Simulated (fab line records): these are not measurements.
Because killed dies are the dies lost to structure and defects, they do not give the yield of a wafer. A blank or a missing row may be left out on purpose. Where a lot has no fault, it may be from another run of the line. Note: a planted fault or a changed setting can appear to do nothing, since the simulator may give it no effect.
Matching of chambers / flow n5_finfet / 4 sister chambers for N5_BEOL_M8_ETCH_65 on rie_diel-02
The step etches SiARC in CF4, target depth 15.6 nm, time 26 s. 4 wafers are shown with their chamber, then 11 later ones without.

WAFERS, EACH WITH ITS CHAMBER
wafer=L084.5; chamber=0; showerhead_plenum_p_Torr (Torr)=2.03
wafer=L084.6; chamber=1; showerhead_plenum_p_Torr (Torr)=2.20
wafer=L087.6; chamber=2; showerhead_plenum_p_Torr (Torr)=2.22
wafer=L089.1; chamber=3; showerhead_plenum_p_Torr (Torr)=2.03

WAFERS WITH NO CHAMBER GIVEN
wafer=L089.2; showerhead_plenum_p_Torr (Torr)=2.21
wafer=L089.3; showerhead_plenum_p_Torr (Torr)=2.19
wafer=L093.1; showerhead_plenum_p_Torr (Torr)=2.19
wafer=L093.4; showerhead_plenum_p_Torr (Torr)=2.28
wafer=L093.5; showerhead_plenum_p_Torr (Torr)=2.21
wafer=L082.1; showerhead_plenum_p_Torr (Torr)=2.03
wafer=L082.3; showerhead_plenum_p_Torr (Torr)=2.28
wafer=L082.6; showerhead_plenum_p_Torr (Torr)=2.03
wafer=L096.3; showerhead_plenum_p_Torr (Torr)=2.03
wafer=L096.4; showerhead_plenum_p_Torr (Torr)=2.28
wafer=L096.6; showerhead_plenum_p_Torr (Torr)=2.21

EACH ONE'S CHAMBER
wafer=L089.2; from the rows above=can't be placed: 1 or 2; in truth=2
wafer=L089.3; from the rows above=can't be placed: 1 or 2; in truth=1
wafer=L093.1; from the rows above=can't be placed: 1 or 2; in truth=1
wafer=L093.4; from the rows above=can't be placed: 2 or 1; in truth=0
wafer=L093.5; from the rows above=can't be placed: 1 or 2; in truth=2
wafer=L082.1; from the rows above=can't be placed: 0 or 3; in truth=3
wafer=L082.3; from the rows above=can't be placed: 2 or 1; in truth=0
wafer=L082.6; from the rows above=can't be placed: 0 or 3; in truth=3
wafer=L096.3; from the rows above=can't be placed: 0 or 3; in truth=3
wafer=L096.4; from the rows above=can't be placed: 2 or 1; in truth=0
wafer=L096.6; from the rows above=can't be placed: 1 or 2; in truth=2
Correctly placed: 0 of 11. Can't be placed from these rows: 11 (the true chamber is among the candidates in 8). 0 placed wrongly.
How it was worked out, from the rows above alone: a wafer's distance from a chamber is the root of the sum, over the readings, of the square of ((its reading less the chamber's mean) divided by the reading's scatter). If the next closest chamber is less than 2 further off than the closest, the wafer can't be placed; otherwise it belongs to the closest. Each chamber's mean is taken over the wafers shown for it. The scatter (one wafer shown for each chamber): square how far every hidden wafer sits from the nearest shown wafer, average those squares and take the square root.
